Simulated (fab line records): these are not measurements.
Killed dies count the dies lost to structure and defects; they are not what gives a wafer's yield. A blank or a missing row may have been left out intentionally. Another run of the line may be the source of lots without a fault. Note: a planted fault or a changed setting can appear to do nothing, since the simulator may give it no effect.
Problem report, 8D (eight disciplines) form, completed by code || flow n5Finfet || the parts of the form that need people (team, actions taken, sign-off) are left out

== 1. PROBLEM STATEMENT ==
At N5_BEOL_M8_COAT_63, spinSpeedRpm averages 1228.8 rpm over 6 wafers from 2 lots, while fault-free wafers read 1500.2 rpm, standard deviation 0.87. That is -99 or more standard deviations from the usual mean.
The step: time 60 s, resist thk 60 nm.
The first sign was on wafer L828.1 at day 13 14:26, on lithoTrack-01. The record holds 33 wafers of 11 lots with a number at this step. Rule for "out" (also "out of limits"): further than 4 standard deviations from the usual mean. Any other wafer with a number is counted as sound.

== 2. WHAT IT IS, WHAT IT ISN'T ==
{"question": "which readings at this step", "is": "spinSpeedRpm", "is not": "heaterPowerTotalW"}
{"question": "which lots", "is": "L826, L828", "is not": "L821, L822, L823, L824, L831, L832, L833, L843, L844"}
{"question": "which wafers of those lots", "is": "all that have a number", "is not": "-"}
{"question": "read on which tools", "is": "lithoTrack-01", "is not": "lithoTrack-02, lithoTrack-04"}
{"question": "when", "is": "from day 13 14:26", "is not": "up to then (12 sound wafers); but 15 sound wafers of L831, L832, L833, L843, L844 came after"}

== 3. WHAT RULES OUT EACH SUSPECT ==
Counting: a tool at any process step up to the reading remains a suspect when it ran all the lots that are out and ran no sound lot after the first of those.
- rieDiel-05 at N5_BEOL_M8_DESCUM_16 (chemistry O2, time 7.9 s): ruled out as a lasting fault. After its first lot that is out, L828 (day 13 11:49), sound lots L832, L833 ran on it.
- lithoTrack-01 at N5_BEOL_M8_COAT_63 (time 60 s, resist thk 60 nm): kept. It processed each lot that is out, first L828 at day 13 14:26, and no sound lot thereafter; up to then, the last sound lot it processed was L824 at day 13 02:53. Its own readings are out on those wafers: spinSpeedRpm.
Left after counting: lithoTrack-01 at N5_BEOL_M8_COAT_63.

== 4. THE CAUSE (what the simulator had put in) ==
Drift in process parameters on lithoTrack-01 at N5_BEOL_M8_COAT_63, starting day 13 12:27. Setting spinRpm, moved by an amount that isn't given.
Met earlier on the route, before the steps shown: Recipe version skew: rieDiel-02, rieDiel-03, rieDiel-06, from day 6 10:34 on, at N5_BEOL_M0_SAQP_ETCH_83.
This tool alone remained once counting was done.

== 5. THE CHAIN OF EFFECTS, in route order ==
Rows list readings where the struck wafers' mean (over those with a number) sits beyond 3 standard deviations from the usual. Only readings for which the record gives a usual standard deviation are gone through. hours: the time from each lot's start at the first step in this table that gives one to its start at this step, as a median over the lots. sigmas: the change in usual standard deviations.
{"hours": 0, "step": "N5_BEOL_M8_COAT_63", "reading": "spinSpeedRpm", "usual": "1500.2 rpm", "on struck wafers": 1228.8, "change": -271.4, "sigmas": "-99 or more"}
Process steps it contains:
- N5_BEOL_M8_COAT_63: time 60 s, resist thk 60 nm.
Later steps that measure or inspect, where all struck wafers having a row at the step show a number for every such reading and not one has moved that far: N5_BEOL_M8_INSPECT_30.

== 6. WHAT WOULD HAVE CAUGHT IT SOONER ==
2 hours passed between the start of the fault at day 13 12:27 and the first reading out of limits in this record, taken at day 13 14:26.
